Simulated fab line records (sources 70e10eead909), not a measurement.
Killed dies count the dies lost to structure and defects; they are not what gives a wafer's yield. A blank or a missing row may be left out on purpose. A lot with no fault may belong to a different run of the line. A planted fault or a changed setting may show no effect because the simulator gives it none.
A struck lot beside a sound one	flow nand harc	15 steps out of a route of 1302
Sound: wafers L250.3, L250.4, L250.6. Wafers L256.1, L256.5, L256.6 were the ones struck. Last of all comes the cause.
Order at every step that has rows: each side's tool, ch and its chambers, its first start. Under that, the readings that differ: sound wafers	struck wafers	difference of the means	sigmas: that difference in standard deviations of wafers without a fault.
alike: same words and numbers on both sides, and readings whose means sit less than 2 such deviations apart. not compared: any withheld reading, any reading some wafer has no value for, any bound like >300 that may hide the same value, and any number with overlapping values for which the record gives no deviation.
The two part at a step that has a row with sigmas, a row that says differs or no value, or rows on one side only. Non-overlapping numbers with no deviation appear without sigmas and do not part them. A reading missing from all wafers of one side parts the sides only when that side holds two or more wafers.

first, 5 steps without rows for these wafers: NHARC_P_BONDPAD_SOFTBAKE_04 (time 70 s); NHARC_P_BONDPAD_EBR_05; NHARC_P_BONDPAD_EXPOSE_06 (exposes mask P BPAD); NHARC_P_BONDPAD_PEB_07 (peb time 80 s); NHARC_P_BONDPAD_DEVELOP_08 (time 50 s).
NHARC_P_BONDPAD_CD_MEAS_09: target cd 500 nm.
  sound on cd sem-03 ch 0, day 9 07:04; struck on cd sem-02 ch 0, day 11 19:13
  alike: cd nm
NHARC_P_BONDPAD_OVL_MEAS_38:
  sound: overlay-02 at day 9 07:08; struck: overlay-01 at day 11 19:18
  alike: overlay x nm, overlay y nm
then, 1 step without rows for these wafers: NHARC_P_BONDPAD_HARDBAKE_10 (time 65 s).
NHARC_P_BONDPAD_DESCUM_11: chemistry O2, time 3 s.
  sound on rie diel-11 ch 0,1, day 9 07:16; struck on rie diel-03 ch 0,3, day 11 19:26
  alike: chamber pressure mTorr, drypump motor current A, oes product au, rf vpp V, showerhead plenum p Torr, throttle valve pct
  not compared: rf hours counter h
NHARC_P_BONDPAD_ETCH_37: etches the open film in N2/H2, target depth 60 nm, overetch 18 nm, time 65.91 s.
  sound on rie diel-11 ch 0,3, day 9 07:21; struck on rie diel-03 ch 2,3, day 11 19:31
  alike: chamber pressure mTorr, drypump motor current A, oes product au, rf fwd power W, rf vpp V, showerhead plenum p Torr, throttle valve pct
  not compared: rf hours counter h
NHARC_P_BONDPAD_ETCH_12: etches the open film in CHF3/O2, target depth 200 nm, time 100 s.
  sound: rie diel-11 ch 1,2,3; struck: rie diel-03 ch 0,1,3
reading	sound	struck	difference	sigmas
oes product au (a.u.)	0.966 0.955 0.973	0.915 0.926 0.911	-0.047	-2
  alike: chamber pressure mTorr, drypump motor current A, rf fwd power W, rf vpp V, showerhead plenum p Torr, throttle valve pct
  not compared: rf hours counter h
NHARC_P_BONDPAD_CD_MEAS_13:
  sound: cd sem-03 at day 9 07:35; struck: cd sem-02 at day 11 19:44
  alike: cd nm
NHARC_P_BONDPAD_STRIP_15: strips in O2.
  sound on rie diel-03 ch 1,2, day 9 07:39; struck on rie diel-08 ch 0,1, day 11 19:51
  no value came back on the struck wafers for any of 7 readings (bias w (W), chamber pressure mTorr (mTorr) and others); on the sound wafers bias w (W) reads 0 0 0
  not compared: rf hours counter h
NHARC_P_BONDPAD_ETCH_24: etches the open film in CF4/N2, target depth 30 nm, time 72.99 s.
  sound on rie diel-03 ch 0,3; struck on rie diel-08 ch 0,1,2, day 11 20:01
  alike: chamber pressure mTorr, drypump motor current A, oes product au, rf fwd power W, rf vpp V, showerhead plenum p Torr, throttle valve pct
  not compared: rf hours counter h
-- jump in the record: it breaks off in module P_BONDPAD and resumes in module END (first step shown: number 1302 of the route), and 18 days separate the struck wafers' starts before and after --
NHARC_END_SORT_01:
  sound on prober-02 ch 0, day 27 11:29; struck on prober-02 ch 0, day 29 11:46
reading	sound	struck	difference	sigmas
defect limited yield (%)	92.9 92.0 92.9	0 0 0	-93	-34
killed at other	0 0 0	4 2 5	+4	+3
killed at periphery	1 4 2	598 616 613	+607	+99 or more
killed dies	48 54 48	677 677 677	+627	+35
sort_bin_2_pct (%)	2.7 3.2 3.5	91.4 93.6 92.2	+89.3	+74
sort n pass	629 623 629	0 0 0	-627	-35
sort rim yield pct (%)	91 96 89	0 0 0	-92	-22
sort yield pct (%)	92.9 92.0 92.9	0 0 0	-93	-34
  alike: killed at array, killed open, killed short, sort_bin_3_pct, sort_bin_4_pct

WHERE THEY PART
At NHARC_P_BONDPAD_ETCH_12 first; at NHARC_END_SORT_01 last (within this record only).

WHY: what the simulator had put in
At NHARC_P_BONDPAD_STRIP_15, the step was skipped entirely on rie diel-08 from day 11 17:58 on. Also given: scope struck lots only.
